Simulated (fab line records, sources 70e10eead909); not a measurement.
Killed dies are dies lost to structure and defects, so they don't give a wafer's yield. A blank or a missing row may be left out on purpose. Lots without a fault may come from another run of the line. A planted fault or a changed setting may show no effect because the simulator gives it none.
fab line records | flow nand_harc
record lots=24 wafers=72 last_day=33
route steps=1302 shown A_STAIRCASE@714
lots that met no fault: from a run of the same line without faults
start_h: hours from the record's first day to the start of the lot's first wafer shown | wait_h: hours since the lot's step before | " the same as in the row above | L1.1+2: a row that stands for several wafers | - no value, or no start given | * or withheld: withheld | < > ~ a bound
route shown NAME@n: a module of which the file shows steps, and the number in the route of the first | usual: mean/standard deviation of fault-free wafers | same: alike in all rows | chamber/n: place in a boat | sites: the reading at each site | _std_site: their standard deviation | _edge_site: outer sites' mean less inner sites' | radius_mm: how far each site lies from the wafer's centre | mask NAME#n: copy n | behind: the tool/chamber that last shaped the wafer | hold: why the lot was held/for how many hours/how that ended | device: the transistor (n, p or np) that didn't switch | end of line: the same wafers' tests at the end of the route | a step without rows: its recipe alone | killed: dies lost to structure and defects at the first sort, not the wafer's yield | map: a wafer's dies, x killed, . not, _ none there
set.NAME: the setting as run; set.NAME@STEP: as run at that earlier step | model.NAME: the simulator's own value behind a step, which no gauge read
steps of the route over a sample of lots; a table a step, a row a wafer
services: from which hour (start_h, from the record's first day; less than 0 if before it) a tool's chamber was out of use, for how many hours, and why
## steps
# step NHARC_A_STAIRCASE_TRIM_200
# recipe time_s=211.2 o2_flow_sccm=500 ar_flow_sccm=0 bias_w=0 chemistry=O2
# usual drypump_motor_current_A=5.7/0.6 oes_product_au=1.000/0.014 rf_vpp_V=57.7/0.83 showerhead_plenum_p_Torr=3.49/0.13 throttle_valve_pct=17.036/0.009
# columns lot.wafer tool chamber start_h wait_h drypump_motor_current_A oes_product_au rf_hours_counter_h rf_vpp_V showerhead_plenum_p_Torr throttle_valve_pct
L077.1 rie_diel-10 1 - - 5.1 1.008 42 59.1 3.49 17.047
L077.4 " 3 " " 5.3 1.014 36 57.3 3.42 17.055
L077.5 " 1 " " 5.1 0.996 - 59.8 3.49 17.037
L075.4 rie_diel-13 3 - - 6.6 1.001 9 58.2 3.53 17.046
L075.3 " 2 " " 5.1 1.018 11 58.1 3.35 17.035
L075.5 " 3 " " 6.6 1.003 - 58.9 3.53 17.049
L074.4 rie_diel-10 1 - - 5.1 1.000 43 57.8 3.49 17.033
L074.5 " 1 " " 5.1 1.006 - 57.4 3.49 17.036
L074.6 " 2 " " 6.3 0.999 - 56.1 3.29 17.034
L076.3 rie_diel-04 0 - - 4.9 0.995 11 58.0 3.67 17.030
L076.4 " 2 " " 6.3 1.018 - 57.3 3.73 17.034
L076.5 " 0 " " 4.9 0.995 - 57.9 3.67 17.037
L079.1 rie_diel-04 3 - - 5.9 0.990 14 59.0 3.48 17.022
L079.4 " 3 " " 5.9 0.973 - 57.2 3.48 17.044
L079.5 " 1 " " 4.8 1.004 - 58.4 3.48 17.040
L078.3 rie_diel-13 1 - - 5.7 1.017 20 59.0 3.50 17.033
L078.4 " 2 " " 5.1 1.014 20 57.3 3.34 17.032
L078.2 " 3 " " 6.6 1.001 19 57.2 3.53 17.034
L080.3 rie_diel-04 3 - - 5.9 0.980 20 56.8 3.48 17.044
L080.1 " 0 " " 4.9 0.982 26 58.1 3.67 17.027
L080.6 " 1 " " 4.8 0.993 - 58.5 3.48 17.022
L081.3 rie_diel-13 1 - - 5.7 1.013 25 56.8 3.50 17.027
L081.2 " 2 " " 5.1 1.005 25 57.1 3.34 17.038
L081.6 " 1 " " 5.7 1.007 - 58.0 3.50 17.030
L083.2 rie_diel-04 2 - - 6.3 1.005 21 56.1 3.73 17.017
L083.1 " 3 " " 5.9 0.982 23 57.3 3.47 17.026
L083.6 " 3 " " 6.0 0.971 - 56.1 3.47 17.037
L082.1 rie_diel-13 3 - - 6.6 0.991 28 58.2 3.52 17.022
L082.2 " 1 " " 5.7 1.008 28 59.2 3.50 17.039
L082.5 " 3 " " 6.6 0.995 - 58.5 3.52 17.031
L084.3 rie_diel-13 2 - - 5.0 1.003 47 56.4 3.33 17.038
L084.4 " 3 " " 6.6 0.988 47 58.9 3.51 17.046
L084.5 " 1 " " 5.7 1.020 - 57.5 3.49 17.048
L085.1 rie_diel-10 2 - - 6.3 1.001 11 59.5 3.80 17.045
L085.4 " 0 " " 6.3 0.983 13 57.7 3.52 17.009
L085.6 " 3 " " 5.3 0.991 - 56.3 3.41 17.046
L086.1 rie_diel-04 3 - - 5.9 0.971 34 57.4 3.47 17.044
L086.2 " 0 " " 4.9 0.989 39 57.5 3.66 17.057
L086.5 " 3 " " 5.9 0.974 - 58.5 3.47 17.048
L088.4 rie_diel-13 1 - - 5.7 1.028 56 57.1 3.48 17.036
L088.2 " 2 " " 5.1 1.028 57 57.6 3.32 17.042
L088.6 " 0 " " 5.9 1.022 - 56.5 3.35 17.030
L087.4 rie_diel-10 0 - - 6.3 0.965 18 58.8 3.51 17.040
L087.3 " 1 " " 5.1 1.000 18 57.3 3.48 17.051
L087.5 " 3 " " 5.3 0.992 - 57.8 3.41 17.044
L089.4 rie_diel-04 0 - - 4.9 0.991 49 56.4 3.65 17.045
L089.1 " 1 " " 4.8 1.002 50 56.6 3.47 17.038
L089.5 " 1 " " 4.8 0.994 - 57.8 3.47 17.025
L090.1 rie_diel-13 2 - - 5.1 1.017 63 57.8 3.32 17.044
L090.4 " 3 " " 6.6 0.989 64 58.3 3.50 17.042
L090.5 " 3 " " 6.6 0.997 - 57.9 3.50 17.042
L091.2 rie_diel-13 1 - - 5.7 1.019 63 58.6 3.48 17.048
L091.4 " 2 " " 5.1 1.013 64 58.7 3.32 17.021
L091.6 " 3 " " 6.6 0.999 - 58.0 3.50 17.026
L092.1 rie_diel-10 2 - - 6.3 1.002 28 58.6 3.79 17.037
L092.4 " 3 " " 5.3 0.995 29 57.4 3.40 17.016
L092.6 " 0 " " 6.3 0.979 - 56.9 3.51 17.036
L093.2 rie_diel-10 2 - - 6.3 0.989 38 58.1 3.79 17.039
L093.1 " 0 " " 6.4 0.987 40 58.9 3.50 17.030
L093.4 " 1 " " 5.1 0.994 35 56.3 3.47 17.042
L094.2 rie_diel-13 3 - - 6.6 0.985 8 57.2 3.50 17.039
L094.1 " 0 " " 5.9 1.017 10 56.8 3.34 17.041
L094.5 " 0 " " 5.9 1.014 - 56.8 3.34 17.045
L096.2 rie_diel-13 1 - - 5.8 1.017 17 57.6 3.47 17.027
L096.3 " 3 " " 6.6 0.996 15 58.6 3.49 17.040
L096.5 " 0 " " 5.9 1.013 - 58.2 3.34 17.038
L095.4 rie_diel-10 1 - - 5.1 0.988 42 55.5 3.46 17.033
L095.2 " 2 " " 6.3 0.998 48 58.7 3.78 17.033
L095.3 " 3 " " 5.3 0.986 53 58.6 3.39 17.036
L097.3 rie_diel-10 3 - - 5.3 0.988 54 56.8 3.39 17.037
L097.1 " 0 " " 6.3 0.970 49 57.5 3.50 17.034
L097.2 " 1 " " 5.1 0.995 44 56.9 3.46 17.033
# step NHARC_A_STAIRCASE_ETCH_203
# recipe target_depth_a=1000 time_s=40.5 ion_energy_ev=400 c4f8_flow_sccm=20 o2_flow_sccm=10 ar_flow_sccm=withheld rf_w=600 bias_w=1000 chemistry=C4F8/O2
# usual oes_product_au=0.943/0.012 rf_vpp_V=895/4.9
# columns lot.wafer tool chamber start_h wait_h oes_product_au rf_hours_counter_h rf_vpp_V
L077.4 rie_diel-10 2 - - 0.940 43 888
L077.1 " 0 " " 0.917 36 896
L077.5 " 1 " " 0.942 - 896
L075.4 rie_diel-13 3 - - 0.927 10 896
L075.3 " 1 " " 0.976 11 896
L075.5 " 0 " " 0.943 - 889
L074.4 rie_diel-10 3 - - 0.951 36 891
L074.5 " 0 " " 0.946 - 896
L074.6 " 1 " " 0.960 - 896
L076.3 rie_diel-04 2 - - 0.951 11 902
L076.4 " 1 " " 0.938 - 895
L076.5 " 2 " " 0.947 - 903
L079.1 rie_diel-04 0 - - 0.937 19 901
L079.4 " 3 " " 0.932 - 893
L079.5 " 1 " " 0.947 - 895
L078.4 rie_diel-13 2 - - 0.961 20 889
L078.3 " 3 " " 0.935 19 896
L078.2 " 0 " " 0.949 19 891
L080.3 rie_diel-04 3 - - 0.924 20 893
L080.1 " 2 " " 0.953 18 903
L080.6 " 0 " " 0.938 - 900
L081.2 rie_diel-13 1 - - 0.955 25 893
L081.3 " 2 " " 0.960 25 887
L081.6 " 0 " " 0.960 - 891
L083.2 rie_diel-04 0 - - 0.927 29 901
L083.1 " 2 " " 0.956 21 903
L083.6 " 1 " " 0.937 - 893
L082.1 rie_diel-13 1 - - 0.954 28 897
L082.2 " 3 " " 0.947 28 897
L082.5 " 2 " " 0.956 - 888
L084.4 rie_diel-13 1 - - 0.947 44 896
L084.3 " 2 " " 0.937 48 888
L084.5 " 1 " " 0.954 - 895
L085.4 rie_diel-10 2 - - 0.941 12 906
L085.1 " 0 " " 0.927 13 895
L085.6 " 1 " " 0.944 - 895
L086.1 rie_diel-04 2 - - 0.968 34 902
L086.2 " 0 " " 0.937 39 901
L086.5 " 1 " " 0.948 - 893
L088.2 rie_diel-13 0 - - 0.964 55 891
L088.4 " 1 " " 0.960 56 896
L088.6 " 0 " " 0.962 - 890
L087.4 rie_diel-10 3 - - 0.939 18 893
L087.3 " 0 " " 0.914 19 895
L087.5 " 0 " " 0.923 - 896
L089.1 rie_diel-04 2 - - 0.945 44 903
L089.4 " 0 " " 0.939 49 900
L089.5 " 2 " " 0.947 - 903
L090.4 rie_diel-13 1 - - 0.951 63 894
L090.1 " 3 " " 0.939 64 894
L090.5 " 1 " " 0.949 - 894
L091.4 rie_diel-13 0 - - 0.956 64 889
L091.2 " 2 " " 0.962 64 887
L091.6 " 0 " " 0.956 - 890
L092.1 rie_diel-10 0 - - 0.916 28 897
L092.4 " 1 " " 0.934 27 894
L092.6 " 3 " " 0.936 - 892
L093.2 rie_diel-10 1 - - 0.940 35 894
L093.1 " 2 " " 0.938 39 905
L093.4 " 3 " " 0.945 43 890
L094.1 rie_diel-13 0 - - 0.959 10 889
L094.2 " 1 " " 0.948 10 894
L094.5 " 3 " " 0.941 - 894
L096.3 rie_diel-13 2 - - 0.951 16 887
L096.2 " 1 " " 0.952 18 894
L096.5 " 3 " " 0.934 - 894
L095.2 rie_diel-10 0 - - 0.920 48 896
L095.4 " 1 " " 0.925 42 894
L095.3 " 2 " " 0.936 48 905
L097.1 rie_diel-10 2 - - 0.946 50 906
L097.3 " 0 " " 0.925 49 896
L097.2 " 1 " " 0.936 44 894
# step NHARC_A_STAIRCASE_DESCUM_219
# recipe time_s=3 o2_flow_sccm=200 ar_flow_sccm=0 bias_power_w=0 chemistry=O2
# usual drypump_motor_current_A=5.6/0.61 oes_product_au=1.002/0.012 rf_vpp_V=57.8/0.88 showerhead_plenum_p_Torr=1.90/0.076 throttle_valve_pct=11.312/0.0081
# same bias_power_w=0
# columns lot.wafer tool chamber start_h wait_h drypump_motor_current_A oes_product_au rf_hours_counter_h rf_vpp_V showerhead_plenum_p_Torr throttle_valve_pct
L077.1 rie_diel-13 2 381.35 - 5.1 1.009 11 57.1 1.81 11.328
L077.4 " 3 " " 6.6 0.994 10 57.5 1.92 11.316
L077.5 " 2 " " 5.1 1.006 - 57.7 1.81 11.298
L075.3 rie_diel-10 1 381.83 - 5.1 1.000 43 58.6 1.89 11.313
L075.4 " 2 " " 6.3 0.998 43 57.9 1.77 11.313
L075.5 " 1 " " 5.1 1.004 - 58.3 1.89 11.317
L074.4 rie_diel-10 3 382.10 - 5.2 1.004 36 57.3 1.85 11.316
L074.5 " 3 " " 5.2 1.005 - 58.1 1.85 11.301
L074.6 " 0 " " 6.3 0.988 - 58.1 1.92 11.320
L076.4 rie_diel-04 2 389.13 - 6.3 1.012 11 59.4 2.03 11.318
L076.3 " 0 " " 4.9 1.001 11 58.6 2.00 11.306
L076.5 " 3 " " 5.9 0.995 - 59.0 1.89 11.295
L079.1 rie_diel-04 1 405.94 - 4.8 1.003 20 58.8 1.89 11.306
L079.4 " 0 " " 4.8 0.994 - 59.7 2.00 11.310
L079.5 " 3 " " 5.9 0.987 - 59.4 1.88 11.315
L078.2 rie_diel-13 1 408.35 - 5.7 1.019 21 58.7 1.90 11.312
L078.3 " 2 " " 5.1 1.018 21 56.0 1.80 11.319
L078.4 " 0 " " 5.9 1.003 20 57.4 1.82 11.309
L080.3 rie_diel-13 1 426.27 - 5.7 1.021 25 56.6 1.90 11.321
L080.1 " 2 " " 5.1 1.023 25 56.7 1.80 11.307
L080.6 " 2 " " 5.1 1.023 - 55.9 1.80 11.306
L081.3 rie_diel-04 0 426.50 - 4.8 0.990 26 58.4 1.99 11.321
L081.2 " 1 " " 4.8 0.989 26 58.1 1.88 11.312
L081.6 " 0 " " 4.9 0.994 - 58.4 1.99 11.308
L083.1 rie_diel-13 3 440.29 - 6.6 0.994 28 58.8 1.91 11.295
L083.2 " 2 " " 5.1 1.005 29 57.0 1.80 11.314
L083.6 " 0 " " 5.8 1.014 - 57.0 1.82 11.304
L082.2 rie_diel-10 2 440.80 - 6.3 0.996 3 59.0 2.08 11.311
L082.1 " 3 " " 5.3 1.001 4 57.7 1.85 11.319
L082.5 " 3 " " 5.3 0.999 - 59.6 1.85 11.317
L084.4 rie_diel-04 3 469.41 - 6.0 0.982 33 57.8 1.88 11.312
L084.3 " 2 " " 6.3 1.004 33 58.6 2.03 11.319
L084.5 " 3 " " 5.9 0.993 - 57.2 1.88 11.317
L085.1 rie_diel-10 3 474.95 - 5.3 0.994 13 58.2 1.84 11.314
L085.4 " 1 " " 5.1 1.000 13 57.2 1.88 11.308
L085.6 " 0 " " 6.3 0.984 - 58.1 1.91 11.311
L086.2 rie_diel-04 3 475.72 - 5.9 0.983 35 59.0 1.88 11.314
L086.1 " 1 " " 4.8 1.005 42 58.0 1.88 11.302
L086.5 " 3 " " 5.9 0.986 - 59.1 1.88 11.295
L088.4 rie_diel-13 1 498.75 - 5.7 1.008 57 58.4 1.89 11.312
L088.2 " 3 " " 6.6 0.982 56 57.0 1.90 11.315
L088.6 " 1 " " 5.7 1.021 - 57.5 1.89 11.320
L087.3 rie_diel-10 3 501.06 - 5.3 0.999 18 58.4 1.84 11.300
L087.4 " 0 " " 6.3 0.973 19 58.1 1.91 11.322
L087.5 " 2 " " 6.3 0.995 - 60.0 2.07 11.313
L089.4 rie_diel-13 1 503.78 - 5.7 1.025 58 57.1 1.89 11.315
L089.1 " 3 " " 6.6 0.994 58 56.5 1.90 11.311
L089.5 " 0 " " 5.9 1.024 - 56.8 1.81 11.316
L090.1 rie_diel-10 3 522.20 - 5.2 0.984 26 58.8 1.84 11.320
L090.4 " 0 " " 6.3 0.988 25 57.8 1.90 11.314
L090.5 " 2 " " 6.3 0.998 - 57.5 2.07 11.309
L091.4 rie_diel-04 1 523.50 - 4.8 0.991 56 56.6 1.88 11.320
L091.2 " 3 " " 5.9 0.992 54 57.5 1.87 11.310
L091.6 " 1 " " 4.8 0.986 - 57.3 1.88 11.314
L092.1 rie_diel-13 0 530.91 - 5.9 1.013 0 58.0 1.81 11.312
L092.4 " 2 " " 5.1 1.030 0 58.0 1.79 11.320
L092.6 " 1 " " 5.7 1.011 - 57.7 1.88 11.305
L093.2 rie_diel-04 3 548.62 - 5.9 0.996 2 57.8 1.87 11.315
L093.4 " 1 " " 4.8 1.023 2 56.7 1.87 11.320
L093.1 " 2 " " 6.3 0.996 2 58.3 2.02 11.305
L094.1 rie_diel-04 3 558.96 - 5.9 1.004 4 58.6 1.87 11.311
L094.2 " 2 " " 6.3 1.007 4 58.6 2.02 11.326
L094.5 " 3 " " 5.9 0.992 - 56.8 1.87 11.310
L096.2 rie_diel-04 2 579.73 - 6.3 1.003 10 57.8 2.02 11.302
L096.3 " 3 " " 5.9 1.007 12 56.7 1.87 11.317
L096.5 " 0 " " 4.9 1.011 - 58.2 1.98 11.307
L095.2 rie_diel-13 3 582.24 - 6.6 0.998 17 57.0 1.89 11.331
L095.4 " 0 " " 5.9 1.012 18 56.7 1.80 11.298
L095.3 " 2 " " 5.1 1.003 18 58.5 1.79 11.316
L097.3 rie_diel-04 0 587.55 - 4.9 0.992 15 57.9 1.98 11.317
L097.1 " 1 " " 4.8 1.006 13 56.6 1.87 11.317
L097.2 " 3 " " 5.9 0.988 15 57.2 1.87 11.295
# step NHARC_A_STAIRCASE_ETCH_221
# recipe target_depth_a=1000 time_s=40.5 ion_energy_ev=400 c4f8_flow_sccm=20 o2_flow_sccm=10 ar_flow_sccm=withheld rf_w=600 bias_w=1000 chemistry=C4F8/O2
# usual oes_product_au=0.942/0.016 rf_vpp_V=895/4.7
# columns lot.wafer tool chamber start_h wait_h oes_product_au rf_hours_counter_h rf_vpp_V
L077.1 rie_diel-13 1 - - 0.943 12 896
L077.4 " 2 " " 0.940 11 890
L077.5 " 0 " " 0.935 - 891
L075.4 rie_diel-10 2 - - 0.935 43 887
L075.3 " 0 " " 0.935 36 896
L075.5 " 2 " " 0.948 - 888
L074.4 rie_diel-10 2 - - 0.940 43 888
L074.6 " 0 " " 0.935 - 897
L074.5 " 1 " " 0.936 - 892
L076.3 rie_diel-04 0 - - 0.921 11 901
L076.4 " 2 " " 0.936 11 903
L076.5 " 0 " " 0.917 - 901
L079.1 rie_diel-04 3 - - 0.945 15 894
L079.5 " 0 " " 0.937 - 901
L079.4 " 3 " " 0.932 - 894
L078.4 rie_diel-13 0 - - 0.940 20 892
L078.3 " 1 " " 0.936 21 894
L078.2 " 2 " " 0.943 21 889
L080.1 rie_diel-13 0 - - 0.968 24 889
L080.3 " 1 " " 0.962 25 895
L080.6 " 3 " " 0.944 - 896
L081.2 rie_diel-04 1 - - 0.939 26 895
L081.3 " 0 " " 0.936 26 901
L081.6 " 1 " " 0.941 - 894
L083.2 rie_diel-13 0 - - 0.948 28 888
L083.1 " 1 " " 0.957 28 894
L083.6 " 1 " " 0.970 - 895
L082.1 rie_diel-10 2 - - 0.931 3 906
L082.2 " 3 " " 0.950 4 893
L082.5 " 3 " " 0.940 - 891
L084.4 rie_diel-04 3 - - 0.905 33 895
L084.3 " 1 " " 0.920 40 893
L084.5 " 3 " " 0.913 - 894
L085.4 rie_diel-10 2 - - 0.940 12 905
L085.1 " 3 " " 0.946 13 893
L085.6 " 2 " " 0.944 - 904
L086.1 rie_diel-04 3 - - 0.923 35 893
L086.2 " 0 " " 0.934 40 900
L086.5 " 0 " " 0.937 - 901
L088.4 rie_diel-13 0 - - 0.968 56 891
L088.2 " 2 " " 0.967 57 887
L088.6 " 1 " " 0.984 - 895
L087.4 rie_diel-10 3 - - 0.947 19 891
L087.3 " 1 " " 0.933 18 895
L087.5 " 2 " " 0.924 - 906
L089.4 rie_diel-13 1 - - 0.969 58 895
L089.1 " 3 " " 0.933 58 896
L089.5 " 1 " " 0.962 - 894
L090.4 rie_diel-10 3 - - 0.922 26 893
L090.1 " 2 " " 0.929 26 905
L090.5 " 3 " " 0.933 - 892
L091.4 rie_diel-04 2 - - 0.931 52 902
L091.2 " 3 " " 0.923 54 892
L091.6 " 1 " " 0.929 - 894
L092.1 rie_diel-13 1 - - 0.947 0 895
L092.4 " 3 " " 0.950 0 896
L092.6 " 1 " " 0.945 - 892
L093.4 rie_diel-04 2 - - 0.924 2 902
L093.1 " 3 " " 0.930 2 894
L093.2 " 0 " " 0.941 2 901
L094.2 rie_diel-04 2 - - 0.936 4 901
L094.1 " 3 " " 0.937 4 894
L094.5 " 2 " " 0.952 - 902
L096.3 rie_diel-04 1 - - 0.944 10 893
L096.2 " 2 " " 0.942 10 901
L096.5 " 2 " " 0.947 - 901
L095.4 rie_diel-13 2 - - 0.964 18 888
L095.2 " 3 " " 0.945 17 896
L095.3 " 0 " " 0.964 18 889
L097.1 rie_diel-04 0 - - 0.958 15 899
L097.2 " 1 " " 0.961 13 893
L097.3 " 2 " " 0.955 12 903
# step NHARC_A_STAIRCASE_ETCH_225
# recipe target_depth_a=1000 time_s=40.5 ion_energy_ev=400 c4f8_flow_sccm=20 o2_flow_sccm=10 ar_flow_sccm=withheld rf_w=600 bias_w=1000 chemistry=C4F8/O2
# usual oes_product_au=0.940/0.014 rf_vpp_V=895/4.6
# columns lot.wafer tool chamber start_h wait_h oes_product_au rf_hours_counter_h rf_vpp_V
L077.4 rie_diel-13 3 - - 0.923 10 896
L077.1 " 0 " " 0.956 11 891
L077.5 " 2 " " 0.952 - 889
L075.4 rie_diel-10 3 - - 0.949 37 893
L075.3 " 0 " " 0.930 37 897
L075.5 " 3 " " 0.946 - 892
L074.4 rie_diel-10 2 - - 0.939 44 888
L074.6 " 1 " " 0.934 - 894
L074.5 " 2 " " 0.948 - 887
L076.4 rie_diel-04 1 - - 0.940 11 895
L076.3 " 3 " " 0.918 8 895
L076.5 " 2 " " 0.945 - 903
L079.1 rie_diel-04 1 - - 0.930 20 894
L079.4 " 3 " " 0.921 - 894
L079.5 " 1 " " 0.927 - 895
L078.4 rie_diel-13 3 - - 0.926 21 896
L078.3 " 0 " " 0.939 20 890
L078.2 " 2 " " 0.953 22 890
L081.2 rie_diel-04 0 - - 0.936 27 902
L081.3 " 3 " " 0.921 21 894
L081.6 " 1 " " 0.916 - 893
L080.1 rie_diel-13 1 - - 0.927 25 896
L080.3 " 3 " " 0.925 24 897
L080.6 " 1 " " 0.928 - 895
L083.1 rie_diel-13 2 - - 0.964 29 889
L083.2 " 0 " " 0.947 28 890
L083.6 " 1 " " 0.957 - 896
L082.1 rie_diel-10 0 - - 0.928 3 896
L082.2 " 1 " " 0.942 3 894
L082.5 " 2 " " 0.934 - 905
L084.4 rie_diel-04 1 - - 0.931 40 894
L084.3 " 3 " " 0.934 33 894
L084.5 " 2 " " 0.942 - 902
L085.1 rie_diel-10 1 - - 0.939 13 893
L085.4 " 2 " " 0.932 12 906
L085.6 " 0 " " 0.918 - 895
L086.1 rie_diel-04 1 - - 0.932 42 895
L086.2 " 3 " " 0.930 36 892
L086.5 " 0 " " 0.939 - 901
L088.2 rie_diel-13 3 - - 0.939 57 893
L088.4 " 0 " " 0.976 56 889
L088.6 " 1 " " 0.963 - 894
L087.4 rie_diel-10 2 - - 0.923 18 906
L087.3 " 3 " " 0.917 19 892
L087.5 " 3 " " 0.921 - 891
L089.4 rie_diel-13 3 - - 0.929 58 893
L089.1 " 2 " " 0.961 59 889
L089.5 " 0 " " 0.952 - 888
L090.1 rie_diel-10 1 - - 0.929 25 894
L090.4 " 2 " " 0.928 26 906
L090.5 " 3 " " 0.927 - 892
L091.4 rie_diel-04 1 - - 0.938 57 893
L091.2 " 2 " " 0.946 52 904
L091.6 " 0 " " 0.920 - 899
L092.4 rie_diel-13 0 - - 0.940 0 889
L092.1 " 1 " " 0.942 0 895
L092.6 " 0 " " 0.943 - 888
L093.1 rie_diel-04 1 - - 0.953 2 893
L093.4 " 2 " " 0.939 2 902
L093.2 " 3 " " 0.934 2 893
L094.2 rie_diel-04 2 - - 0.936 4 900
L094.1 " 1 " " 0.955 4 895
L094.5 " 3 " " 0.930 - 894
L096.2 rie_diel-04 0 - - 0.936 13 900
L096.3 " 1 " " 0.964 10 893
L096.5 " 2 " " 0.943 - 903
L095.4 rie_diel-13 3 - - 0.943 17 896
L095.3 " 0 " " 0.944 19 889
L095.2 " 2 " " 0.967 18 889
L097.3 rie_diel-04 3 - - 0.945 15 893
L097.1 " 1 " " 0.960 13 892
L097.2 " 2 " " 0.953 13 902
# step NHARC_A_STAIRCASE_TRIM_229
# recipe time_s=211.2 o2_flow_sccm=500 ar_flow_sccm=0 bias_w=0 chemistry=O2
# usual drypump_motor_current_A=5.7/0.61 oes_product_au=1.001/0.014 rf_vpp_V=57.8/0.87 showerhead_plenum_p_Torr=3.51/0.14 throttle_valve_pct=17.037/0.0081
# columns lot.wafer tool chamber start_h wait_h drypump_motor_current_A oes_product_au rf_hours_counter_h rf_vpp_V showerhead_plenum_p_Torr throttle_valve_pct
L077.4 rie_diel-10 1 382.78 0.1 5.0 1.006 44 58.3 3.49 17.029
L077.1 " 0 " " 6.3 0.983 37 57.6 3.53 17.038
L077.5 " 2 " " 6.3 1.002 - 58.3 3.29 17.038
L075.4 rie_diel-13 0 383.22 0.1 5.9 1.021 11 57.0 3.37 17.038
L075.3 " 1 " " 5.7 1.036 13 57.6 3.51 17.032
L075.5 " 3 " " 6.6 0.987 - 57.4 3.53 17.038
L074.6 rie_diel-04 0 383.61 0.1 4.9 0.993 - 58.1 3.67 17.039
L074.4 " 1 " " 4.8 0.999 - 58.8 3.49 17.027
L074.5 " 2 " " 6.3 1.016 - 57.7 3.73 17.030
L076.4 rie_diel-10 2 390.26 0.1 6.3 0.991 45 58.0 3.29 17.042
L076.3 " 3 " " 5.3 1.001 38 57.3 3.42 17.039
L076.5 " 3 " " 5.3 1.012 - 57.0 3.42 17.036
L079.4 rie_diel-13 3 407.55 0.2 6.6 0.995 20 58.1 3.53 17.048
L079.1 " 1 " " 5.7 1.013 20 59.8 3.50 17.058
L079.5 " 0 " " 5.9 1.006 - 56.4 3.37 17.035
L078.2 rie_diel-13 1 409.55 0.1 5.7 1.027 21 57.4 3.50 17.046
L078.3 " 3 " " 6.6 1.001 21 57.8 3.52 17.025
L078.4 " 0 " " 5.9 1.007 20 57.8 3.37 17.039
L081.2 rie_diel-13 3 427.79 0.1 6.6 0.991 25 58.4 3.52 17.037
L081.3 " 0 " " 5.9 0.998 24 58.6 3.37 17.032
L081.6 " 3 " " 6.6 0.998 - 57.4 3.52 17.046
L080.3 rie_diel-04 0 427.90 0.2 4.9 0.988 27 57.9 3.67 17.031
L080.1 " 1 " " 4.8 0.991 27 55.9 3.48 17.032
L080.6 " 0 " " 4.9 0.981 - 58.6 3.66 17.039
L083.1 rie_diel-13 0 441.44 0.1 5.9 1.010 28 58.1 3.36 17.035
L083.2 " 1 " " 5.7 1.015 29 58.8 3.50 17.045
L083.6 " 2 " " 5.1 1.016 - 56.9 3.34 17.040
L082.1 rie_diel-04 1 441.94 0.1 4.8 0.989 30 58.1 3.48 17.033
L082.2 " 3 " " 6.0 0.978 24 55.7 3.47 17.043
L082.5 " 0 " " 4.9 0.997 - 59.1 3.66 17.036
L084.3 rie_diel-10 3 470.52 0.1 5.3 0.986 11 58.5 3.41 17.037
L084.4 " 0 " " 6.3 0.972 12 59.8 3.52 17.041
L084.5 " 0 " " 6.3 0.984 - 57.8 3.52 17.045
L085.4 rie_diel-10 0 476.08 0.1 6.3 0.983 14 58.3 3.52 17.054
L085.1 " 1 " " 5.0 0.999 13 58.3 3.48 17.032
L085.6 " 3 " " 5.3 0.992 - 57.8 3.41 17.032
L086.2 rie_diel-10 3 476.94 0.1 5.3 0.983 13 57.5 3.41 17.036
L086.1 " 1 " " 5.1 0.987 13 57.6 3.48 17.045
L086.5 " 2 " " 6.3 0.993 - 57.4 3.80 17.043
L088.2 rie_diel-13 2 499.88 0.1 5.1 1.018 58 56.9 3.32 17.026
L088.4 " 3 " " 6.6 0.995 57 58.1 3.51 17.049
L088.6 " 1 " " 5.7 1.029 - 57.4 3.48 17.041
L087.3 rie_diel-13 1 502.65 0.1 5.7 1.020 58 56.8 3.48 17.039
L087.4 " 2 " " 5.1 1.030 58 57.3 3.32 17.048
L087.5 " 2 " " 5.1 1.015 - 57.3 3.32 17.036
L089.4 rie_diel-10 2 504.88 0.1 6.3 1.002 19 57.4 3.80 17.042
L089.1 " 1 " " 5.1 1.005 19 57.3 3.47 17.032
L089.5 " 3 " " 5.3 1.003 - 57.2 3.41 17.024
L090.4 rie_diel-10 2 523.92 0.1 6.3 0.998 26 57.7 3.79 17.043
L090.1 " 3 " " 5.3 0.993 27 57.8 3.40 17.021
L090.5 " 2 " " 6.3 0.994 - 58.2 3.79 17.040
L091.2 rie_diel-10 3 524.88 0.1 5.3 0.984 27 56.4 3.40 17.032
L091.4 " 1 " " 5.1 0.991 26 58.5 3.47 17.033
L091.6 " 3 " " 5.3 0.986 - 57.4 3.40 17.034
L092.1 rie_diel-13 2 532.19 0.1 5.1 1.034 0 57.3 3.32 17.027
L092.4 " 3 " " 6.6 1.005 1 58.0 3.50 17.018
L092.6 " 1 " " 5.7 1.009 - 56.4 3.48 17.052
L093.1 rie_diel-04 3 550.07 0.1 6.0 1.001 2 58.5 3.45 17.038
L093.4 " 0 " " 4.9 1.007 2 56.5 3.65 17.038
L093.2 " 1 " " 4.8 1.012 2 56.9 3.46 17.039
L094.2 rie_diel-10 2 560.07 0.1 6.3 1.007 40 58.1 3.78 17.049
L094.1 " 3 " " 5.3 0.992 44 56.0 3.39 17.040
L094.5 " 3 " " 5.3 0.988 - 57.9 3.39 17.043
L096.2 rie_diel-04 2 581.13 0.1 6.3 1.002 10 58.8 3.70 17.039
L096.3 " 3 " " 6.0 1.002 13 55.9 3.45 17.045
L096.5 " 1 " " 4.8 1.015 - 58.3 3.46 17.032
L095.2 rie_diel-04 2 583.36 0.1 6.3 1.001 12 58.8 3.70 17.042
L095.3 " 0 " " 4.9 1.003 15 58.9 3.64 17.034
L095.4 " 1 " " 4.8 1.014 12 56.4 3.45 17.034
L097.2 rie_diel-04 3 588.66 0.1 5.9 1.005 16 57.9 3.45 17.043
L097.1 " 1 " " 4.8 1.012 13 58.1 3.45 17.023
L097.3 " 2 " " 6.3 0.991 13 58.1 3.70 17.039
## services
# columns tool chamber start_h hours kind
rie_diel-13 0 378.34 - clean
rie_diel-13 1 378.34 - clean
rie_diel-13 2 378.34 - clean
rie_diel-13 3 378.34 - clean
rie_diel-04 3 381.58 7.2 repair
rie_diel-13 0 402.84 - clean
rie_diel-13 1 402.84 - clean
rie_diel-13 2 402.84 - clean
rie_diel-13 3 402.84 - clean
rie_diel-10 - 419.56 9.0 pm
rie_diel-13 0 427.40 - clean
rie_diel-13 1 427.40 - clean
rie_diel-13 2 427.40 - clean
rie_diel-13 3 427.40 - clean
rie_diel-13 0 452.52 - clean
rie_diel-13 1 452.52 - clean
rie_diel-13 2 452.52 - clean
rie_diel-13 3 452.52 - clean
rie_diel-13 0 477.02 - clean
rie_diel-13 1 477.02 - clean
rie_diel-13 2 477.02 - clean
rie_diel-13 - 521.84 9.0 pm
rie_diel-04 - 531.98 9.0 pm
rie_diel-10 1 556.92 5.6 repair
## key
fault none
